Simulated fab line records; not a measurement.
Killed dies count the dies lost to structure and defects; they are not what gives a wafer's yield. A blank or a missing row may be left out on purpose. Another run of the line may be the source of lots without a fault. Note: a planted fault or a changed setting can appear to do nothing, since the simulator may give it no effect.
fab line records	flow n5-finfet
record lots=13	wafers=38	last-day=19
route steps=1938 shown WELL_APT@44 PMOS_HMC_CHANNEL_EPI@65 PASSIVATION@1936
lots untouched by any fault: they come from a run of this same line in which no faults occurred
start-h: start of the lot's first displayed wafer, in hours after the record's first day	wait-h: hours from the lot's prior step to this one	" same as the row above	L1.1+2: several wafers, shown together as one row	- value missing, or start not given	* or withheld: withheld	< > ~ a bound
route shown NAME@n: NAME is a module with steps in the file, n the number in the route of the first one	usual: the fault-free wafers' mean and standard deviation	same: alike in all rows	chamber/n: place in a boat	sites: readings site by site	_std_site: standard deviation of those values	_edge_site: inner sites' mean taken away from outer sites' mean	radius-mm: how far each site lies from the wafer's centre	mask NAME#n: copy n	behind: the most recent tool/chamber to have shaped the wafer	hold: cause of the lot's hold/its duration in hours/its outcome	device: names the non-switching transistor (n, p or np)	end of line: the route-end tests of the same wafers	a step without rows: its recipe alone	killed: the dies lost at the first sort to structure and to defects; this is not the yield of the wafer	map: dies across one wafer; x = killed, . = not, _ = none there
set.NAME: the run value of the setting; set.NAME@STEP: its run value at that earlier step	model.NAME: the simulator's own value behind a step, which no gauge read
a sample of lots followed through the steps of the route, with each step as a table and each wafer as a row
services: a tool's chamber out of use, with start hour (start-h, from the record's first day; less than 0 if before it), hours out, and reason
## steps
# step N5_WELL_APT_OVL_MEAS_26
# recipe points-per-wafer=44
# usual PWELL_OVL=4/6
lot.wafer	tool	chamber	start-h	wait-h	PWELL_OVL[nm]
L500.1	overlay-02	0	15.14	0.0	0
L500.3	"	0	"	"	-9
L501.1	overlay-02	0	20.88	0.0	0
L501.2	"	0	"	"	0
L501.5	"	0	"	"	11
L503.1	overlay-01	0	33.41	0.0	6
L503.2	"	0	"	"	-3
L503.5	"	0	"	"	-5
L505.2	overlay-02	0	45.03	0.0	5
L505.3	"	0	"	"	1
L505.6	"	0	"	"	10
L506.1	overlay-01	0	50.98	0.0	9
L506.2	"	0	"	"	7
L506.6	"	0	"	"	6
L507.2	overlay-01	0	57.06	0.0	5
L507.5	"	0	"	"	2
L507.6	"	0	"	"	7
L508.1	overlay-01	0	63.36	0.0	7
L508.2	"	0	"	"	13
L508.5	"	0	"	"	1
L510.4	overlay-01	0	75.48	0.0	-2
L510.5	"	0	"	"	3
L510.6	"	0	"	"	10
L515.1	overlay-01	0	104.89	0.0	9
L515.5	"	0	"	"	15
L515.6	"	0	"	"	15
L519.3	overlay-02	0	129.59	0.0	6
L519.5	"	0	"	"	10
L519.6	"	0	"	"	9
L520.1	overlay-02	0	135.65	0.1	-7
L520.4	"	0	"	"	2
L520.5	"	0	"	"	-3
L521.2	overlay-02	0	145.08	0.0	11
L521.3	"	0	"	"	14
L521.6	"	0	"	"	17
L523.1	overlay-02	0	154.19	0.0	-2
L523.3	"	0	"	"	-6
L523.6	"	0	"	"	-2
# step N5_PMOS_HMC_CHANNEL_EPI_CD_MEAS_09
# recipe target-cd-nm=237.4	landing-energy-ev=500	detector=se-inlens
# usual cd-nm=237.4/1
lot.wafer	tool	chamber	start-h	wait-h	cd-nm
L500.1	cd-sem-01	0	17.37	-	238.0
L500.3	"	0	"	"	239.5
L501.1	cd-sem-03	0	23.13	-	236.3
L501.2	"	0	"	"	238.3
L501.5	"	0	"	"	236.3
L503.1	cd-sem-02	0	35.59	-	236.7
L503.2	"	0	"	"	237.3
L503.5	"	0	"	"	237.6
L505.2	cd-sem-02	0	47.39	-	235.6
L505.3	"	0	"	"	236.0
L505.6	"	0	"	"	236.3
L506.1	cd-sem-02	0	53.11	-	238.1
L506.2	"	0	"	"	236.4
L506.6	"	0	"	"	236.9
L507.2	cd-sem-01	0	59.46	-	236.6
L507.5	"	0	"	"	235.2
L507.6	"	0	"	"	237.7
L508.1	cd-sem-01	0	66.20	-	234.5
L508.2	"	0	"	"	236.6
L508.5	"	0	"	"	236.1
L510.4	cd-sem-03	0	77.96	-	237.7
L510.5	"	0	"	"	236.5
L510.6	"	0	"	"	237.9
L515.1	cd-sem-03	0	107.29	-	240.4
L515.5	"	0	"	"	237.5
L515.6	"	0	"	"	238.7
L519.3	cd-sem-03	0	133.01	-	237.1
L519.5	"	0	"	"	237.0
L519.6	"	0	"	"	237.6
L520.1	cd-sem-02	0	137.90	-	237.9
L520.4	"	0	"	"	237.3
L520.5	"	0	"	"	237.2
L521.2	cd-sem-02	0	147.76	-	237.8
L521.3	"	0	"	"	238.9
L521.6	"	0	"	"	238.2
L523.1	cd-sem-03	0	157.96	-	239.2
L523.3	"	0	"	"	238.3
L523.6	"	0	"	"	238.7
# step N5_PMOS_HMC_CHANNEL_EPI_HM_OPEN_15
# recipe chemistry=CHF3/O2	target=SiO2	mask-material=CAR-ArF-block	target-depth-a=406	CHF3_flow_sccm=50	O2_flow_sccm=5	Ar_flow_sccm=200	time-s=20.3	pressure-mtorr=30	source-w=650	bias-w=170	ion-energy-ev=200
# usual drypump-motor-current-A=5.5/0.51	oes-product-au=0.77/0.062	rf-vpp-V=523/7.7	showerhead-plenum-p-Torr=2.45/0.055	throttle-valve-pct=18.91/0.17
lot.wafer	tool	chamber	start-h	wait-h	drypump-motor-current-A	oes-product-au	rf-hours-counter-h	rf-vpp-V	showerhead-plenum-p-Torr	throttle-valve-pct
L500.1	rie-diel-06	3	17.71	0.0	6.3	0.70	212	521	2.39	19.02
L500.3	"	0	"	"	4.9	0.73	185	516	2.41	18.65
L501.1	rie-diel-02	2	23.29	0.0	6.4	0.72	218	529	2.50	19.16
L501.2	"	3	"	"	5.0	0.79	118	530	2.53	18.71
L501.5	"	3	"	"	5.0	0.79	-	529	2.53	18.72
L503.1	rie-diel-06	2	35.81	0.0	5.8	0.78	118	529	2.41	19.06
L503.2	"	3	"	"	6.3	0.70	221	522	2.39	19.03
L503.5	"	0	"	"	4.9	0.71	-	515	2.41	18.67
L505.2	rie-diel-02	3	47.55	0.0	5.0	0.78	128	529	2.53	18.73
L505.3	"	2	"	"	6.4	0.71	226	529	2.50	19.19
L505.6	"	2	"	"	6.4	0.70	-	528	2.50	19.19
L506.1	rie-diel-04	1	53.27	0.0	6.1	0.79	124	525	2.53	18.78
L506.2	"	3	"	"	5.3	0.90	18	514	2.47	18.81
L506.6	"	0	"	"	5.1	0.85	-	520	2.45	18.80
L507.2	rie-diel-06	3	59.62	0.0	6.3	0.70	228	520	2.38	19.04
L507.5	"	3	"	"	6.3	0.70	-	521	2.38	19.06
L507.6	"	0	"	"	4.9	0.72	-	517	2.40	18.67
L508.1	rie-diel-04	0	66.37	0.0	5.2	0.85	56	520	2.45	18.84
L508.2	"	1	"	"	6.1	0.79	128	525	2.52	18.79
L508.5	"	3	"	"	5.3	0.89	-	513	2.47	18.82
L510.4	rie-diel-04	0	78.17	0.0	5.1	0.83	-	519	2.44	18.83
L510.5	"	3	"	"	5.3	0.89	-	514	2.47	18.81
L510.6	"	1	"	"	6.1	0.78	-	526	2.52	18.80
L515.1	rie-diel-06	2	107.45	0.0	5.8	0.60	140	528	2.40	19.03
L515.5	"	2	"	"	5.8	0.59	-	529	2.40	19.05
L515.6	"	1	"	"	5.5	0.77	-	521	2.51	19.08
L519.3	rie-diel-04	3	133.17	0.0	5.3	0.85	43	515	2.46	18.83
L519.5	"	0	"	"	5.1	0.81	-	519	2.44	18.86
L519.6	"	3	"	"	5.3	0.85	-	512	2.46	18.85
L520.1	rie-diel-06	0	138.36	0.0	4.9	0.70	218	516	2.40	18.71
L520.4	"	1	"	"	5.5	0.76	-	520	2.51	19.09
L520.5	"	1	"	"	5.5	0.77	-	520	2.51	19.09
L521.2	rie-diel-04	0	147.92	0.0	5.1	0.81	83	519	2.44	18.87
L521.3	"	1	"	"	6.1	0.76	155	525	2.51	18.83
L521.6	"	2	"	"	5.0	0.87	-	547	2.36	19.03
L523.1	rie-diel-04	3	158.12	0.0	5.3	0.85	44	512	2.46	18.85
L523.3	"	2	"	"	5.0	0.87	64	546	2.36	19.03
L523.6	"	1	"	"	6.1	0.76	-	527	2.51	18.83
# step N5_PMOS_HMC_CHANNEL_EPI_CMP_21
# recipe material=SiGe30	post-cmp-clean=alkaline-brush	target-thk-nm=54
# usual motor-current-A=12.1/1.4
lot.wafer	tool	chamber	start-h	wait-h	motor-current-A
L500.3	cmp-01	1	19.63	0.1	12.5
L500.1	"	2	"	"	13.0
L501.1	cmp-03	3	25.62	0.1	14.2
L501.2	"	1	"	"	9.4
L501.5	"	3	"	"	14.0
L503.1	cmp-03	1	37.69	0.0	9.1
L503.2	"	2	"	"	11.5
L503.5	"	1	"	"	9.4
L505.3	cmp-02	3	49.43	0.0	13.2
L505.2	"	1	"	"	11.7
L505.6	"	3	"	"	12.8
L506.2	cmp-02	0	55.18	0.0	12.9
L506.1	"	3	"	"	14.0
L506.6	"	0	"	"	12.8
L507.2	cmp-03	2	61.56	0.1	11.4
L507.5	"	1	"	"	8.9
L507.6	"	2	"	"	10.9
L508.2	cmp-01	1	68.50	0.1	11.7
L508.1	"	3	"	"	12.1
L508.5	"	0	"	"	12.9
L510.4	cmp-03	0	80.06	0.1	10.7
L510.6	"	3	"	"	13.9
L510.5	"	0	"	"	10.7
L515.1	cmp-01	1	109.46	0.1	11.3
L515.5	"	2	"	"	13.8
L515.6	"	3	"	"	12.7
L519.3	cmp-03	2	135.49	0.1	11.5
L519.5	"	1	"	"	9.2
L519.6	"	2	"	"	11.0
L520.1	cmp-03	1	140.30	0.0	9.2
L520.4	"	0	"	"	10.3
L520.5	"	1	"	"	8.9
L521.3	cmp-01	0	150.23	0.0	13.1
L521.2	"	1	"	"	11.4
L521.6	"	1	"	"	12.1
L523.1	cmp-03	2	160.05	0.1	11.6
L523.3	"	0	"	"	10.3
L523.6	"	2	"	"	11.4
# step N5_PASSIVATION_PROBE_49
# usual killed_at_M0_to_M3=33/9.9	killed_at_M4_up=14/6.4	killed-at-contacts=12/7	killed-at-front-end=41/13	killed-at-other=3.1/2.9	killed-dies=103/20	killed-on-rim=13/4	killed-open=67/14	killed-short=34/9.4
# same gross-dies=1180	killed-at-back-side=0
lot.wafer	tool	chamber	start-h	wait-h	killed_at_M0_to_M3	killed_at_M4_up	killed-at-contacts	killed-at-front-end	killed-at-other	killed-dies	killed-on-rim	killed-open	killed-short
L500.1	prober-02	-	265.56	0.0	29	15	11	37	2	94	12	66	27
L500.3	prober-02	-	265.66	0.1	31	16	34	29	0	110	14	72	37
L505.2	prober-02	-	290.56	0.6	33	11	10	35	5	94	14	66	28
L505.3	prober-02	-	290.61	0.6	41	9	10	43	8	111	10	74	35
L505.6	prober-02	-	290.76	0.8	27	9	35	29	3	103	16	73	30
L510.4	prober-02	-	324.97	0.2	40	10	19	31	1	101	12	56	45
L510.5	prober-02	-	325.02	0.2	45	8	19	37	12	121	14	76	39
L510.6	prober-02	-	325.07	0.3	26	6	11	42	4	89	13	57	25
L515.1	prober-01	-	362.31	0.0	19	20	12	1127	2	1180	152	61	31
L515.5	prober-01	-	362.51	0.2	25	12	6	1132	5	1180	152	60	39
L515.6	prober-01	-	362.56	0.3	14	23	10	33	5	85	6	59	26
# killed by level:class
L500.1 FIN_SAQP:geometric-particle:open=16 BEOL_M3:geometric-particle:open=9 MOL_CONTACT_COAG:geometric-particle:open=8 BEOL_M2:geometric-particle:open=6 BEOL_M4:geometric-particle:open=6 FIN_SAQP:geometric-particle:short=5 BEOL_M0_SAQP:geometric-particle:open=5 STI_FIN_REVEAL:geometric-particle:open=3
L500.3 MOL_CONTACT_COAG:geometric-particle:open=20 MOL_CONTACT_COAG:geometric-particle:short=14 BEOL_M3:geometric-particle:open=11 STI_FIN_REVEAL:geometric-particle:open=6 BEOL_M2:geometric-particle:open=6 FIN_SAQP:geometric-particle:open=5 BEOL_M4:geometric-particle:open=5 GATE_CUT:geometric-particle:short=4
L505.2 BEOL_M3:geometric-particle:open=10 BEOL_M2:geometric-particle:open=9 STI_FIN_REVEAL:geometric-particle:open=8 MOL_CONTACT_COAG:geometric-particle:open=8 BEOL_M1:geometric-particle:open=7 FIN_SAQP:geometric-particle:short=6 BEOL_M4:geometric-particle:open=6 FIN_SAQP:geometric-particle:open=5
L505.3 BEOL_M3:geometric-particle:open=13 FIN_SAQP:geometric-particle:open=9 STI_FIN_REVEAL:geometric-particle:open=9 MOL_CONTACT_COAG:geometric-particle:open=8 FIN_SAQP:geometric-particle:short=7 BEOL_M1:geometric-particle:open=6 BEOL_M2:geometric-particle:open=6 PASS1_CAP:geometric-particle:short=4
L505.6 MOL_CONTACT_COAG:geometric-particle:open=31 BEOL_M0_SAQP:geometric-particle:open=9 FIN_SAQP:geometric-particle:short=7 STI_FIN_REVEAL:geometric-particle:open=6 BEOL_M0_SAQP:geometric-particle:short=5 BEOL_M3:geometric-particle:open=5 BEOL_M2:geometric-particle:open=4 MOL_CONTACT_COAG:geometric-particle:short=4
L510.4 MOL_CONTACT_COAG:geometric-particle:open=14 BEOL_M0_SAQP:geometric-particle:short=13 BEOL_M0_SAQP:geometric-particle:open=9 BEOL_M2:geometric-particle:open=8 FIN_SAQP:geometric-particle:open=6 FIN_SAQP:geometric-particle:short=6 GATE_CUT:geometric-particle:short=6 MOL_CONTACT_COAG:geometric-particle:short=5
L510.5 MOL_CONTACT_COAG:geometric-particle:open=17 BEOL_M0_SAQP:geometric-particle:open=10 FIN_SAQP:geometric-particle:short=9 BEOL_M1:geometric-particle:open=9 BEOL_M2:geometric-particle:open=8 BEOL_M0_SAQP:geometric-particle:short=6 PASS1_DEP:geometric-particle:open=6 HKMG_FIN:area-etch=6
L510.6 FIN_SAQP:geometric-particle:open=10 MOL_CONTACT_COAG:geometric-particle:open=9 BEOL_M2:geometric-particle:open=7 HKMG_FIN:area-etch=7 BEOL_M3:geometric-particle:open=6 FIN_SAQP:geometric-particle:short=5 BEOL_M0_SAQP:geometric-particle:short=5 BEOL_M0_SAQP:geometric-particle:open=4
L515.1 PMOS_HMC_CHANNEL_EPI:area-open=1088 FIN_SAQP:geometric-particle:open=10 MOL_CONTACT_COAG:geometric-particle:open=9 FIN_SAQP:geometric-particle:short=8 BEOL_M1:geometric-particle:open=8 DUMMY_GATE:geometric-particle:open=5 GATE_CUT:geometric-particle:short=5 BEOL_M7:geometric-particle:open=4
L515.5 PMOS_HMC_CHANNEL_EPI:area-open=1081 FIN_SAQP:geometric-particle:short=13 FIN_SAQP:geometric-particle:open=11 STI_FIN_REVEAL:geometric-particle:open=11 BEOL_M0_SAQP:geometric-particle:short=5 BEOL_M0_SAQP:geometric-particle:open=5 BEOL_M3:geometric-particle:open=5 BEOL_M5:geometric-particle:open=5
L515.6 MOL_CONTACT_COAG:geometric-particle:open=10 BEOL_M4:geometric-particle:open=7 FIN_SAQP:geometric-particle:short=6 STI_FIN_REVEAL:geometric-particle:open=6 BEOL_M0_SAQP:geometric-particle:open=5 BEOL_M0_SAQP:geometric-particle:short=5 BEOL_M5:geometric-particle:open=5 GATE_CUT:geometric-particle:short=4
## services
tool	chamber	start-h	hours	kind
rie-diel-02	0	-5.64	5.5	repair
cmp-03	-	0.81	0.8	repair
cmp-03	-	4.11	4.5	pm
rie-diel-06	2	11.06	20.0	repair
cmp-01	-	26.32	4.0	pm
rie-diel-06	0	26.47	6.5	repair
cmp-01	-	30.32	-	consumable-replace:conditioner
cmp-01	-	30.32	-	consumable-replace:pad
cmp-03	-	34.27	0.5	repair
cmp-02	-	41.98	0.8	repair
cmp-02	-	52.52	0.4	repair
cmp-01	-	62.56	5.0	pm
cmp-02	-	73.72	6.8	pm
rie-diel-04	2	77.28	6.0	repair
cmp-03	-	82.32	1.6	repair
rie-diel-02	2	131.19	-	clean
rie-diel-02	2	131.19	-	consumable-replace:focus-ring
rie-diel-04	3	133.61	22.5	repair
rie-diel-06	2	136.40	2.6	repair
rie-diel-06	3	139.23	-	clean
rie-diel-06	3	139.23	-	consumable-replace:focus-ring
rie-diel-06	3	139.23	27.9	scheduled-down
rie-diel-06	3	139.23	27.9	vent-cycle
cmp-02	-	154.34	1.1	repair
## key
first-sign step=N5_PMOS_HMC_CHANNEL_EPI_HM_OPEN_15	reading=oes-product-au	direction=down	sigmas=2.9	usual=0.77	struck=0.60
effect step=N5_PASSIVATION_PROBE_49	reading=killed-at-front-end	direction=up	sigmas=83	usual=41	struck=1130
more-kills-born-at N5_PMOS_HMC_CHANNEL_EPI_HM_OPEN_15@rie-diel-06=2169
met-at N5_PMOS_HMC_CHANNEL_EPI_HM_OPEN_15
struck-lots L515
struck-wafers L515.1,L515.5
later-rows-left-out L515.1,L515.5
tester-left-out L515
not-acting-at N5_WELL_APT_OVL_MEAS_26,N5_PMOS_HMC_CHANNEL_EPI_CD_MEAS_09,N5_PMOS_HMC_CHANNEL_EPI_CMP_21
onset-between 35.81 107.45
fault kind=process-parameter-drift	tool=rie-diel-06	chamber=2	onset-h=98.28	steps=N5_PMOS_HMC_CHANNEL_EPI_HM_OPEN_15	channel=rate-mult	offset=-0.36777	shape=step
# tester-left-out: of these lots the tester's yield and bins aren't shown, on N5 and GAA mostly nor the transistor test; their killed dies are dies lost to structure and defects alone, not to doping, threshold or leakage, so they don't give the yield
# later-rows-left-out: the simulator's readings of these wafers behind a module that went badly wrong aren't trusted and aren't shown, but for the sort
